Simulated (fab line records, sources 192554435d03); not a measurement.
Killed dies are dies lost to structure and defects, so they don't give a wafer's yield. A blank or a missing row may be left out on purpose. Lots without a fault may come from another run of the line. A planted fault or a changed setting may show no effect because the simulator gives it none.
Which tool did it? | flow n5_finfet | 12 lots, 36 wafers sampled, at 3 steps of a route of 1938

WHAT THE GAUGES READ, wafer by wafer
N5_BEOL_M6_THK_MEAS_01. Usual: M6_ILD_THK 154.8 nm, standard deviation 2.
lot  | measured     | on            | M6_ILD_THK (nm)   | flag
L529 | day 9 09:05  | film_metro-01 | 151.6 152.8 155.5 |
L528 | day 9 14:40  | film_metro-01 | 153.1 155.6 156.4 |
L530 | day 9 16:51  | film_metro-02 | 153.4 149.7 154.5 |
L532 | day 10 04:13 | film_metro-02 | 153.3 151.0 152.6 |
L533 | day 10 04:55 | film_metro-01 | 153.8 152.4 156.2 |
L538 | day 12 01:26 | film_metro-02 | 154.0 153.9 156.6 |
L540 | day 12 01:37 | film_metro-02 | 155.3 156.8 155.8 |
L541 | day 12 09:43 | film_metro-01 | 151.4 154.0 154.1 |
L546 | day 13 04:32 | film_metro-02 | 152.7 154.8 157.1 |
L548 | day 14 08:46 | film_metro-01 | 154.3 156.1 157.2 |
L549 | day 14 14:25 | film_metro-01 | 152.3 155.2 154.6 |
L551 | day 14 20:44 | film_metro-01 | 152.6 153.6 157.3 |

WHICH TOOL RAN EACH LOT (tool, then ch and the chambers of the sampled wafers, then the start)
lot  | N5_BEOL_M5_DEP_56               | N5_BEOL_M6_CURE_74
L529 | pecvd-04 ch 0,1,2, day 9 08:23  | uv_cure-02 ch 2, day 9 08:39
L528 | pecvd-04 ch 0,1,2, day 9 13:58  | uv_cure-01 ch 2, day 9 14:19
L530 | pecvd-01 ch 0,1, day 9 16:08    | uv_cure-01 ch 1, day 9 16:20
L532 | pecvd-01 ch 0,1, day 10 03:29   | uv_cure-01 ch 2, day 10 03:47
L533 | pecvd-04 ch 1,2, day 10 04:12   | uv_cure-02 ch 2, day 10 04:29
L538 | pecvd-04 ch 0,1,2, day 12 00:44 | uv_cure-01 ch 2, day 12 01:00
L540 | pecvd-04 ch 0,2, day 12 00:55   | uv_cure-02 ch 0, day 12 01:07
L541 | pecvd-04 ch 0,1,2, day 12 09:00 | uv_cure-02 ch 0, day 12 09:12
L546 | pecvd-04 ch 1,2, day 13 03:50   | uv_cure-03 ch 2, day 13 04:01
L548 | pecvd-04 ch 0,1,2, day 14 07:34 | uv_cure-01 ch 0, day 14 07:56
L549 | pecvd-01 ch 0,2, day 14 13:43   | uv_cure-02 ch 1, day 14 13:59
L551 | pecvd-02 ch 0,1,2, day 14 20:00 | uv_cure-01 ch 1, day 14 20:18
- N5_BEOL_M5_DEP_56: deposits SiCN from 3MS/NH3, target thk 8 nm, time 14 s.
- N5_BEOL_M6_CURE_74: cures SiCOH lowk, time 240 s.

WHAT THE TOOLS THEMSELVES READ (means of the sampled wafers that have a number; where no wafer has one, the mark that the record gives instead)
N5_BEOL_M5_DEP_56. Usual: showerhead_plenum_p_Torr 3.669 Torr, standard deviation 0.013; throttle_valve_pct 8.9 %, standard deviation 0.6.
lot  | tool     | showerhead_plenum_p_Torr (Torr) | throttle_valve_pct (%) | flag
L529 | pecvd-04 | 3.673                           | 9.0                    |
L528 | pecvd-04 | 3.677                           | 8.9                    |
L530 | pecvd-01 | 3.652                           | 9.0                    |
L532 | pecvd-01 | 3.646                           | 9.6                    |
L533 | pecvd-04 | 3.674                           | 8.6                    |
L538 | pecvd-04 | 3.673                           | 9.0                    |
L540 | pecvd-04 | 3.666                           | 9.0                    |
L541 | pecvd-04 | 3.677                           | 8.8                    |
L546 | pecvd-04 | 3.675                           | 8.3                    |
L548 | pecvd-04 | 3.670                           | 8.7                    |
L549 | pecvd-01 | 3.651                           | 8.8                    |
L551 | pecvd-02 | 3.670                           | 8.9                    |

N5_BEOL_M6_CURE_74. Usual: lamp_power_pct 52.31 %, standard deviation 0.057; wafer_temp_C_max 387.0, standard deviation 0.67.
lot  | tool       | lamp_power_pct (%) | wafer_temp_C_max | flag
L529 | uv_cure-02 | 52.29              | 387.0            |
L528 | uv_cure-01 | 52.33              | 386.4            |
L530 | uv_cure-01 | 52.28              | 386.8            |
L532 | uv_cure-01 | 52.26              | 386.1            |
L533 | uv_cure-02 | 52.30              | 386.5            |
L538 | uv_cure-01 | 52.30              | 386.7            |
L540 | uv_cure-02 | 52.32              | 387.1            |
L541 | uv_cure-02 | 52.31              | 387.2            |
L546 | uv_cure-03 | 52.30              | 386.8            |
L548 | uv_cure-01 | 52.38              | 388.1            |
L549 | uv_cure-02 | 52.32              | 388.1            |
L551 | uv_cure-01 | 52.29              | 387.0            |

THE ANSWER, worked out from the rows above alone
Rule: a lot is off if the mean of its wafers that have a number lies more than 3 standard deviations from the usual mean. A lot without any number at a reading at which 4 lots or more have one is off too. The other lots that the step has rows for count as sound. The gauges are gone through in route order, then the tools' own readings, and for those a lot's mean is taken as printed above. The first step at which some lot is off is used, and at that step the reading that is off furthest; a lot without a number counts as furthest.
No lot is off at any reading shown: from this, nothing can be told.

WHAT THE SIMULATOR HAD PUT IN
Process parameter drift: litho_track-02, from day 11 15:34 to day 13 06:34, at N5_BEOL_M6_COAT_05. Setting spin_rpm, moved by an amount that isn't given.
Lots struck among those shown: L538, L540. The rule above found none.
